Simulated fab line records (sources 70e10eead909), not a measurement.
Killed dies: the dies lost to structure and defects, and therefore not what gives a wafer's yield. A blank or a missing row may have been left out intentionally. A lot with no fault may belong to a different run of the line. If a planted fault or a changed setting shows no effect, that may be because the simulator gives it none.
What tool caused it?    flow nand-harc    Sampling: 11 lots, 33 wafers, 6 of 1302 route steps

WHAT EACH GAUGE READ, for each wafer
NHARC_A_CONTACT_CD_MEAS_42: the cd target is 300 nm. Usual: 299.9 nm for cd-nm, sd 0.59.
lot   measured      on         cd-nm (nm)         flag
L202  day 21 20:10  cd-sem-01  299.5 300.1 299.6  
L207  day 24 01:08  cd-sem-03  299.6 300.9 300.0  
L209  day 24 11:41  cd-sem-01  300.9 300.3 299.9  
L208  day 24 10:48  cd-sem-01  299.1 300.3 300.7  
L212  day 26 08:37  cd-sem-01  299.8 299.4 299.5  
L213  day 26 15:21  cd-sem-02  298.4 300.1 299.7  
L216  day 27 12:25  cd-sem-03  316.9 316.9 316.6  OFF
L220  day 28 15:01  cd-sem-02  313.1 314.1 313.5  OFF
L219  day 29 11:54  cd-sem-01  300.3 300.1 300.0  
L224  day 30 18:25  cd-sem-03  300.2 300.5 300.7  
L225  day 30 19:05  cd-sem-01  300.0 299.3 299.0  

NHARC_A_CONTACT_INSPECT_44. Usual: 80 for raw-defect-count, sd 36.
lot   measured      on                 raw-defect-count  flag
L202  day 21 20:17  defect-inspect-02  18 25 28          
L207  day 24 01:16  defect-inspect-02  57 48 60          
L209  day 24 11:49  defect-inspect-01  107 109 111       
L208  day 24 10:56  defect-inspect-02  70 65 78          
L212  day 26 08:45  defect-inspect-02  80 82 75          
L213  day 26 15:28  defect-inspect-02  12 17 16          
L216  day 27 12:32  defect-inspect-02  94 87 106         
L220  day 28 15:09  defect-inspect-01  52 55 58          
L219  day 29 12:02  defect-inspect-02  61 56 58          
L224  day 30 18:32  defect-inspect-01  105 106 106       
L225  day 30 19:12  defect-inspect-02  46 35 36          

NHARC_END_SORT_01. Usual: killed-at-array 57, standard deviation 20; killed-at-other 1.3, standard deviation 1.4; killed-at-periphery 3.4, standard deviation 2.4; killed-dies 61, standard deviation 19; killed-open 2.9, standard deviation 1.8; killed-short 2.5, standard deviation 1.6.
lot   measured      on         killed-at-array  killed-at-other  killed-at-periphery  killed-dies  killed-open  killed-short  flag
L213  day 29 18:43  prober-02  27               2                6                    35           9            3             OFF
L216  day 30 10:46  prober-01  64 63 68         1 2 0            0 1 2                65 66 70     0 4 2        2 1 4         

TOOL THAT RAN EACH LOT (tool first, then ch and the chambers of the sampled wafers, then the start)
lot   NHARC_A_WL_FILL_STRIP_29            NHARC_A_CONTACT_EXPOSE_39           NHARC_A_CONTACT_DESCUM_47
L202  rie-diel-12 ch 1,2,3, day 21 07:58  arfi-scanner-01 ch 0, day 21 20:01  rie-diel-11 ch 1,3, day 21 20:22
L207  rie-diel-13 ch 0,3, day 23 11:36    arfi-scanner-03 ch 0, day 24 01:00  rie-diel-11 ch 1,2,3, day 24 01:21
L209  rie-diel-13 ch 1,2, day 23 22:35    arfi-scanner-01 ch 0, day 24 11:33  rie-diel-10 ch 0,1,3, day 24 11:53
L208  rie-diel-12 ch 1,2,3, day 23 22:55  arfi-scanner-02 ch 0, day 24 10:40  rie-diel-11 ch 0,2,3, day 24 11:00
L212  rie-diel-12 ch 1,2,3, day 25 20:36  arfi-scanner-03 ch 0, day 26 08:29  rie-diel-11 ch 1,2,3, day 26 08:52
L213  rie-diel-13 ch 2,3, day 26 00:42    arfi-scanner-01 ch 0, day 26 15:13  rie-diel-03 ch 0,1,3, day 26 15:32
L216  rie-diel-04 ch 1,2,3, day 27 00:32  arfi-scanner-03 ch 0, day 27 12:16  rie-diel-10 ch 0,1,3, day 27 12:37
L220  rie-diel-13 ch 0,1, day 27 23:25    arfi-scanner-03 ch 0, day 28 14:53  rie-diel-11 ch 0,1, day 28 15:13
L219  rie-diel-13 ch 0,2,3, day 28 19:42  arfi-scanner-02 ch 0, day 29 11:46  rie-diel-11 ch 1,2,3, day 29 12:06
L224  rie-diel-12 ch 1,3, day 30 04:46    arfi-scanner-02 ch 0, day 30 18:16  rie-diel-10 ch 1,3, day 30 18:36
L225  rie-diel-12 ch 1,3, day 30 04:49    arfi-scanner-02 ch 0, day 30 18:57  rie-diel-03 ch 0,1,3, day 30 19:16
- NHARC_A_WL_FILL_STRIP_29: strips in O2, time 20 s.
- NHARC_A_CONTACT_EXPOSE_39: exposes mask A CC 3.
- NHARC_A_CONTACT_DESCUM_47: chemistry O2, time 3 s.

WHAT THE TOOLS THEMSELVES READ (means of the sampled wafers that have a number; where no wafer has one, the mark that the record gives instead)
NHARC_A_WL_FILL_STRIP_29. Usual: drypump-motor-current-A 5.42 A, standard deviation 0.29; mfc-ar-sccm 0.017 sccm, standard deviation 0.015; oes-product-au 0.997 a.u., standard deviation 0.011; rf-vpp-V 57.8 V, standard deviation 0.87; showerhead-plenum-p-Torr 3.55 Torr, standard deviation 0.14; throttle-valve-pct 17.037 %, standard deviation 0.0091.
lot   tool         drypump-motor-current-A (A)  mfc-ar-sccm (sccm)  oes-product-au (a.u.)  rf-vpp-V (V)  showerhead-plenum-p-Torr (Torr)  throttle-valve-pct (%)  flag
L202  rie-diel-12  5.27                         0.016               0.997                  57.9          3.52                             17.031                  
L207  rie-diel-13  5.54                         0.033               0.987                  57.8          3.62                             17.031                  
L209  rie-diel-13  5.70                         0.011               0.996                  58.8          3.62                             17.040                  
L208  rie-diel-12  5.28                         0.016               1.001                  57.4          3.52                             17.028                  
L212  rie-diel-12  5.29                         0.016               1.000                  58.4          3.52                             17.041                  
L213  rie-diel-13  5.36                         0.025               0.987                  58.5          3.75                             17.029                  
L216  rie-diel-04  5.12                         0.011               1.000                  57.5          3.49                             17.042                  
L220  rie-diel-13  5.71                         0.031               1.001                  57.5          3.51                             17.034                  
L219  rie-diel-13  5.53                         0.023               0.992                  58.6          3.67                             17.036                  
L224  rie-diel-12  5.50                         0.011               1.001                  58.1          3.49                             17.039                  
L225  rie-diel-12  5.46                         0.011               1.000                  57.4          3.49                             17.037                  

NHARC_A_CONTACT_EXPOSE_39. Usual: 58.79 for exposure-dose-mJ-cm2, sd 0.054.
lot   tool             exposure-dose-mJ-cm2  flag
L202  arfi-scanner-01  58.80                 
L207  arfi-scanner-03  58.72                 
L209  arfi-scanner-01  58.81                 
L208  arfi-scanner-02  58.74                 
L212  arfi-scanner-03  58.80                 
L213  arfi-scanner-01  58.84                 
L216  arfi-scanner-03  79.75                 OFF
L220  arfi-scanner-03  75.61                 OFF
L219  arfi-scanner-02  58.74                 
L224  arfi-scanner-02  58.88                 
L225  arfi-scanner-02  58.76                 

NHARC_A_CONTACT_DESCUM_47. Usual: drypump-motor-current-A 5.8 A, standard deviation 0.56; mfc-ar-sccm 0.013 sccm, standard deviation 0.01; oes-product-au 1.001 a.u., standard deviation 0.0095; rf-vpp-V 57.6 V, standard deviation 0.86; showerhead-plenum-p-Torr 1.88 Torr, standard deviation 0.078; throttle-valve-pct 11.311 %, standard deviation 0.0099.
lot   tool         drypump-motor-current-A (A)  mfc-ar-sccm (sccm)  oes-product-au (a.u.)  rf-vpp-V (V)  showerhead-plenum-p-Torr (Torr)  throttle-valve-pct (%)  flag
L202  rie-diel-11  5.2                          0.022               0.998                  58.1          1.96                             11.310                  
L207  rie-diel-11  5.7                          0.016               1.004                  57.5          1.89                             11.309                  
L209  rie-diel-10  5.6                          0.008               1.001                  57.6          1.90                             11.313                  
L208  rie-diel-11  5.9                          0.020               1.003                  58.1          1.88                             11.308                  
L212  rie-diel-11  5.7                          0.016               1.001                  56.8          1.88                             11.315                  
L213  rie-diel-03  5.8                          0.013               1.009                  57.8          1.86                             11.308                  
L216  rie-diel-10  5.5                          0.008               1.000                  58.0          1.89                             11.304                  
L220  rie-diel-11  5.8                          0.013               1.001                  57.5          1.87                             11.305                  
L219  rie-diel-11  5.7                          0.016               1.005                  57.2          1.88                             11.306                  
L224  rie-diel-10  5.9                          0.005               0.995                  56.4          1.88                             11.303                  
L225  rie-diel-03  5.9                          0.013               0.999                  57.8          1.85                             11.312                  

THE ANSWER, worked out from the rows above alone
Rule: lot off if the mean of its wafers having a number is beyond 3 standard deviations from the usual mean. Also off: a lot with no number at a reading for which 4 or more lots have one. All remaining lots with rows at the step are treated as sound. The gauges are gone through in route order, then the tools' own readings, and for those a lot's mean is taken as printed above. At the first step where some lot is off, the reading lying furthest off is the one used; lots without a number count as furthest.
Off: L216, L220 (NHARC_A_CONTACT_CD_MEAS_42, cd-nm).
A tool fits if, at a process step before that reading, it ran every lot that is off, and no sound lot after the first of them. The gauges at NHARC_A_CONTACT_CD_MEAS_42 aren't tried: what is off there is off at NHARC_A_CONTACT_EXPOSE_39 too, on other tools, and a gauge's error can't cause that. One candidate fits, namely arfi-scanner-03 at NHARC_A_CONTACT_EXPOSE_39. A fault onset in the window from L212 (day 26 08:29, its last sound lot) to L216 (day 27 12:16, its first lot off) fits.
The tool's own readings at NHARC_A_CONTACT_EXPOSE_39 bear it out: on the lots that are off they differ by more than 5 times the standard deviation of the sound lots' means. exposure-dose-mJ-cm2 reads 77.68 there against 58.79 on the sound lots.

WHAT THE SIMULATOR HAD PUT IN
Process parameters drifting: arfi-scanner-03 at NHARC_A_CONTACT_EXPOSE_39, beginning at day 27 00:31. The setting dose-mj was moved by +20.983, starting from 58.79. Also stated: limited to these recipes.
Shown lots that were struck: L216, L220. The rule given above showed the same thing.
